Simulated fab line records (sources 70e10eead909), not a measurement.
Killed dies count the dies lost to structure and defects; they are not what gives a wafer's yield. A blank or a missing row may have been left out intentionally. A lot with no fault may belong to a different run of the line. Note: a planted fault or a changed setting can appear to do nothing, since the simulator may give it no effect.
Which of the tools did it? / flow nand harc / 21 wafers from 7 lots sampled at 3 of the route's 1302 steps

WHAT EACH GAUGE READ, for each wafer
NHARC_END_SORT_01.
lot=L812; measured=day 24 14:47; on=prober-02; killed at periphery=2 3 4
lot=L815; measured=day 25 19:09; on=prober-02; killed at periphery=1 4 4
lot=L820; measured=day 27 15:46; on=prober-01; killed at periphery=11 4 5
lot=L824; measured=day 30 12:04; on=prober-02; killed at periphery=641 653 652

EACH LOT AND THE TOOL THAT RAN IT (in order: tool; ch and the chambers of the sampled wafers; start)
lot=L812; NHARC_P_M2_DEP_00=pecvd-03 ch 0,2, day 7 01:40; NHARC_A_M0_PRE_CLEAN_29=pvd sputter-02, day 23 04:07 or earlier
lot=L815; NHARC_P_M2_DEP_00=pecvd-02 ch 0,2, day 8 01:47; NHARC_A_M0_PRE_CLEAN_29=pvd sputter-02, day 24 06:49 or earlier
lot=L820; NHARC_P_M2_DEP_00=pecvd-03 ch 1,2, day 10 02:02; NHARC_A_M0_PRE_CLEAN_29=pvd sputter-03, day 26 00:38 or earlier
lot=L824; NHARC_P_M2_DEP_00=pecvd-02 ch 0,1,2, day 11 17:01; NHARC_A_M0_PRE_CLEAN_29=-
lot=L830; NHARC_P_M2_DEP_00=pecvd-03 ch 0,1,2, day 14 05:46; NHARC_A_M0_PRE_CLEAN_29=pvd sputter-01, day 30 00:01 or earlier
lot=L832; NHARC_P_M2_DEP_00=pecvd-03 ch 0,1,2, day 14 22:52; NHARC_A_M0_PRE_CLEAN_29=pvd sputter-02, day 31 08:47 or earlier
lot=L833; NHARC_P_M2_DEP_00=pecvd-01 ch 1,2, day 16 22:35; NHARC_A_M0_PRE_CLEAN_29=pvd sputter-01, day 33 17:50 or earlier
- NHARC_P_M2_DEP_00: deposits SiOC, target thk 182.5 nm.
- NHARC_A_M0_PRE_CLEAN_29: time 30 s.

THE ANSWER, worked out from the rows above alone
Rule: the usual values come from the lots themselves. The widest of any qualifying gaps counts: lots, ordered by their means at a reading, are off when they make up no more than a third of the lots, leave a main group of 4 or more, and stand apart from it by 3 or more times the standard deviation of that group's means. A main group is skipped when, at the precision printed for the reading in the tables above, its means are all equal. Also off: a lot with no number at a reading for which 4 or more lots have one. Where the step has rows for the other lots, those lots are counted as sound.
No lot is off at any reading shown: from this, nothing can be told.

WHAT HAD BEEN PUT IN BY THE SIMULATOR
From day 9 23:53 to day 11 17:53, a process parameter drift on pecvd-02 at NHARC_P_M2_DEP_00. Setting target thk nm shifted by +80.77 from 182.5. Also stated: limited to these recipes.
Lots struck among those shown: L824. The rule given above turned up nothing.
